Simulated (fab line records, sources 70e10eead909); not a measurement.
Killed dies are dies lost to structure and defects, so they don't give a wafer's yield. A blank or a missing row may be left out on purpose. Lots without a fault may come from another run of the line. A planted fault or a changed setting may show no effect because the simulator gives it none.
Which tool did it? | flow nand_harc | 13 lots, 39 wafers sampled, at 5 steps of a route of 1302

WHAT THE GAUGES READ, wafer by wafer
NHARC_END_SORT_01. Usual: defect_limited_yield 91 %, standard deviation 3; killed_at_array 55, standard deviation 20; killed_at_other 1.2, standard deviation 1.3; killed_at_periphery 4.0, standard deviation 3; killed_dies 60, standard deviation 21; killed_open 3.2, standard deviation 1.9; killed_short 2.5, standard deviation 1.6.
lot  | measured     | on        | defect_limited_yield (%) | killed_at_array | killed_at_other | killed_at_periphery | killed_dies | killed_open | killed_short | flag
L870 | day 32 19:46 | prober-01 | 77 79 80                 | 152 134 130     | 1 0 0           | 0 6 3               | 153 140 133 | 3 2 1       | 1 3 4        | OFF
L872 | day 33 03:04 | prober-01 | 81 78 78                 | 131 147 147     | 0 1 1           | 0 2 2               | 131 150 150 | 1 4 2       | 3 2 0        | OFF

WHICH TOOL RAN EACH LOT (tool, then ch and the chambers of the sampled wafers, then the start)
lot  | NHARC_A_M1_PRE_CLEAN_30      | NHARC_THIN_TSV_CMP_01         | NHARC_THIN_TSV_DESCUM_14           | NHARC_THIN_TSV_DEGAS_53
L851 | pvd_sputter-02, day 23 00:08 | cmp-03 ch 0,2,3, day 23 20:38 | rie_diel-05 ch 0,3, day 23 22:05   | pvd_sputter-02, day 24 02:43
L853 | pvd_sputter-03, day 23 15:49 | cmp-01 ch 0,2,3, day 24 09:07 | rie_diel-06 ch 0,1, day 24 10:28   | pvd_sputter-03, day 24 15:04
L852 | pvd_sputter-02, day 23 19:48 | cmp-01 ch 0,2, day 24 13:15   | rie_diel-05 ch 0,2, day 24 14:45   | pvd_sputter-03, day 24 19:22
L854 | pvd_sputter-03, day 24 02:38 | cmp-01 ch 2,3, day 24 20:08   | rie_diel-05 ch 1,2, day 24 21:41   | pvd_sputter-01, day 25 02:29
L855 | pvd_sputter-01, day 24 03:40 | cmp-01 ch 0,2,3, day 24 21:19 | rie_diel-06 ch 0,1,3, day 24 22:48 | pvd_sputter-02, day 25 03:23
L856 | pvd_sputter-03, day 24 17:44 | cmp-03 ch 0,2,3, day 25 13:48 | rie_diel-07 ch 0,1,2, day 25 15:12 | pvd_sputter-02, day 25 19:47
L857 | pvd_sputter-02, day 25 10:50 | cmp-01 ch 0,3, day 26 06:41   | rie_diel-06 ch 0,1,3, day 26 08:11 | pvd_sputter-03, day 26 12:49
L858 | pvd_sputter-03, day 25 19:59 | cmp-04 ch 0,1, day 26 13:56   | rie_diel-05 ch 0,2,3, day 26 15:17 | pvd_sputter-01, day 26 20:02
L859 | pvd_sputter-02, day 25 23:23 | cmp-03 ch 0,1,2, day 26 15:10 | rie_diel-06 ch 0,1, day 26 16:37   | pvd_sputter-01, day 26 21:20
L863 | pvd_sputter-01, day 27 21:43 | cmp-04 ch 0,1, day 28 17:36   | rie_diel-05 ch 1,2,3, day 28 19:05 | pvd_sputter-02, day 29 00:11
L868 | pvd_sputter-01, day 29 12:58 | cmp-04 ch 1,2,3, day 30 10:56 | rie_diel-05 ch 1,2,3, day 30 12:24 | pvd_sputter-02, day 30 17:02
L870 | pvd_sputter-03, day 31 01:50 | cmp-03 ch 1,3, day 32 02:40   | rie_diel-06 ch 2,3, day 32 04:07   | pvd_sputter-03, day 32 08:45
L872 | pvd_sputter-03, day 31 13:38 | cmp-03 ch 0,2,3, day 32 10:42 | rie_diel-07 ch 0,2,3, day 32 12:04 | pvd_sputter-03, day 32 16:56
- NHARC_A_M1_PRE_CLEAN_30: time 30 s.
- NHARC_THIN_TSV_CMP_01: polishes.
- NHARC_THIN_TSV_DESCUM_14: chemistry O2, time 3 s.
- NHARC_THIN_TSV_DEGAS_53: time 60 s.

WHAT THE TOOLS THEMSELVES READ (means of the sampled wafers that have a number; where no wafer has one, the mark that the record gives instead)
NHARC_A_M1_PRE_CLEAN_30. Usual: heater_power_w 418 W, standard deviation 32.
lot  | tool           | heater_power_w (W) | flag
L851 | pvd_sputter-02 | 465                |
L853 | pvd_sputter-03 | 411                |
L852 | pvd_sputter-02 | 419                |
L854 | pvd_sputter-03 | 444                |
L855 | pvd_sputter-01 | 385                |
L856 | pvd_sputter-03 | 445                |
L857 | pvd_sputter-02 | 420                |
L858 | pvd_sputter-03 | 409                |
L859 | pvd_sputter-02 | 441                |
L863 | pvd_sputter-01 | 435                |
L868 | pvd_sputter-01 | 393                |
L870 | pvd_sputter-03 | 412                |
L872 | pvd_sputter-03 | 423                |

NHARC_THIN_TSV_CMP_01. Usual: motor_current_A 11.9 A, standard deviation 1.4.
lot  | tool   | motor_current_A (A) | flag
L851 | cmp-03 | 11.2                |
L853 | cmp-01 | 11.2                |
L852 | cmp-01 | 11.1                |
L854 | cmp-01 | 11.4                |
L855 | cmp-01 | 11.2                |
L856 | cmp-03 | 11.2                |
L857 | cmp-01 | 11.3                |
L858 | cmp-04 | 12.3                |
L859 | cmp-03 | 12.3                |
L863 | cmp-04 | 11.8                |
L868 | cmp-04 | 11.8                |
L870 | cmp-03 | 12.9                |
L872 | cmp-03 | 11.4                |

NHARC_THIN_TSV_DESCUM_14. Usual: drypump_motor_current_A 5.7 A, standard deviation 0.49; mfc_ar_sccm 0.012 sccm, standard deviation 0.013; oes_product_au 0.997 a.u., standard deviation 0.011; rf_vpp_V 57.8 V, standard deviation 0.95; showerhead_plenum_p_Torr 1.91 Torr, standard deviation 0.088; throttle_valve_pct 11.311 %, standard deviation 0.0086.
lot  | tool        | drypump_motor_current_A (A) | mfc_ar_sccm (sccm) | oes_product_au (a.u.) | rf_vpp_V (V) | showerhead_plenum_p_Torr (Torr) | throttle_valve_pct (%) | flag
L851 | rie_diel-05 | 5.4                         | 0.021              | 0.990                 | 57.8         | 1.87                            | 11.314                 |
L853 | rie_diel-06 | 5.5                         | 0.027              | 0.996                 | 57.1         | 1.98                            | 11.314                 |
L852 | rie_diel-05 | 5.1                         | 0.010              | 1.003                 | 58.2         | 1.80                            | 11.313                 |
L854 | rie_diel-05 | 5.7                         | 0.013              | 1.014                 | 57.8         | 1.82                            | 11.313                 |
L855 | rie_diel-06 | 5.6                         | 0.016              | 0.993                 | 58.0         | 1.97                            | 11.314                 |
L856 | rie_diel-07 | 5.4                         | 0.002              | 0.988                 | 58.4         | 1.98                            | 11.313                 |
L857 | rie_diel-06 | 5.7                         | 0.016              | 1.005                 | 58.1         | 1.97                            | 11.316                 |
L858 | rie_diel-05 | 5.5                         | 0.016              | 0.995                 | 57.4         | 1.87                            | 11.309                 |
L859 | rie_diel-06 | 5.5                         | 0.027              | 0.994                 | 57.9         | 1.98                            | 11.314                 |
L863 | rie_diel-05 | 5.7                         | 0.017              | 1.002                 | 57.3         | 1.87                            | 11.317                 |
L868 | rie_diel-05 | 5.7                         | 0.017              | 0.998                 | 58.1         | 1.87                            | 11.313                 |
L870 | rie_diel-06 | 6.1                         | 0.000              | 0.984                 | 58.3         | 1.94                            | 11.307                 |
L872 | rie_diel-07 | 5.9                         | 0.001              | 0.991                 | 57.8         | 1.94                            | 11.306                 |

NHARC_THIN_TSV_DEGAS_53. Usual: heater_power_w 475 W, standard deviation 34.
lot  | tool           | heater_power_w (W) | flag
L851 | pvd_sputter-02 | 483                |
L853 | pvd_sputter-03 | 481                |
L852 | pvd_sputter-03 | 474                |
L854 | pvd_sputter-01 | 473                |
L855 | pvd_sputter-02 | 480                |
L856 | pvd_sputter-02 | 498                |
L857 | pvd_sputter-03 | 509                |
L858 | pvd_sputter-01 | 433                |
L859 | pvd_sputter-01 | 451                |
L863 | pvd_sputter-02 | 503                |
L868 | pvd_sputter-02 | 472                |
L870 | pvd_sputter-03 | 471                |
L872 | pvd_sputter-03 | 476                |

THE ANSWER, worked out from the rows above alone
Rule: a lot is off if the mean of its wafers that have a number lies more than 3 standard deviations from the usual mean. A lot without any number at a reading at which 4 lots or more have one is off too. The other lots that the step has rows for count as sound. The gauges are gone through in route order, then the tools' own readings, and for those a lot's mean is taken as printed above. The first step at which some lot is off is used, and at that step the reading that is off furthest; a lot without a number counts as furthest.
Off: L870, L872, at NHARC_END_SORT_01 (killed_at_array). Neither off nor sound, because the step has no rows for them: L851, L853, L852, L854, L855, L856, L857, L858, L859, L863, L868.
A tool fits if, at a process step before that reading, it ran every lot that is off, and no sound lot after the first of them. The gauges at NHARC_END_SORT_01 are tried like those tools. Can't be told from this: 3 tools fit, pvd_sputter-03 at NHARC_A_M1_PRE_CLEAN_30 and NHARC_THIN_TSV_DEGAS_53, cmp-03 at NHARC_THIN_TSV_CMP_01, prober-01 at NHARC_END_SORT_01.

WHAT THE SIMULATOR HAD PUT IN
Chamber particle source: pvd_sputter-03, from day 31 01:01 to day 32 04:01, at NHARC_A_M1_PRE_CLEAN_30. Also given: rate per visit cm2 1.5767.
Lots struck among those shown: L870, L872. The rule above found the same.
